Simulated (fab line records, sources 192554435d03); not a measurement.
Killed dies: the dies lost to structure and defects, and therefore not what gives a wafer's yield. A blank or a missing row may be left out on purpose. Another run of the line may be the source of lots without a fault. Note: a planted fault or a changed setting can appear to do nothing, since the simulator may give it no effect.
Chamber matching :: flow n5 finfet :: 4 sister chambers for N5_BEOL_M12_ETCH_68 on rie diel-02
The step etches SOC in N2/H2, time 285 s. 4 wafers are shown with their chamber, then 8 later ones without.

## EACH WAFER AND ITS CHAMBER
wafer: L078.1
chamber: 1
drypump motor current A (A): 5.5

wafer: L078.4
chamber: 2
drypump motor current A (A): 6.2

wafer: L083.5
chamber: 0
drypump motor current A (A): 5.1

wafer: L087.1
chamber: 3
drypump motor current A (A): 6.0

## WAFERS WHOSE CHAMBER IS MISSING
wafer: L087.5
drypump motor current A (A): 6.0

wafer: L087.6
drypump motor current A (A): 5.0

wafer: L090.2
drypump motor current A (A): 6.3

wafer: L090.3
drypump motor current A (A): 5.5

wafer: L090.5
drypump motor current A (A): 5.1

wafer: L091.2
drypump motor current A (A): 6.3

wafer: L091.3
drypump motor current A (A): 5.5

wafer: L091.6
drypump motor current A (A): 5.5

## WHICH CHAMBER EACH WENT THROUGH
wafer: L087.5
from the rows above: 3
in truth: 3

wafer: L087.6
from the rows above: 0
in truth: 0

wafer: L090.2
from the rows above: 2
in truth: 2

wafer: L090.3
from the rows above: 1
in truth: 1

wafer: L090.5
from the rows above: 0
in truth: 0

wafer: L091.2
from the rows above: 2
in truth: 2

wafer: L091.3
from the rows above: 1
in truth: 1

wafer: L091.6
from the rows above: 1
in truth: 1
Placed correctly: 8 of 8. Left unplaced by these rows: 0. Number placed wrongly: 0.
How it was worked out, from the rows above alone: a wafer's distance from a chamber is the root of the sum, over the readings, of the square of ((its reading less the chamber's mean) divided by the reading's scatter). If the next closest chamber is less than 2 further off than the closest, the wafer can't be placed; otherwise it belongs to the closest. A chamber's mean is the mean of its shown wafers. The scatter: with one shown wafer a chamber, the root of the mean of the squares of how far each hidden wafer lies from its nearest shown one.
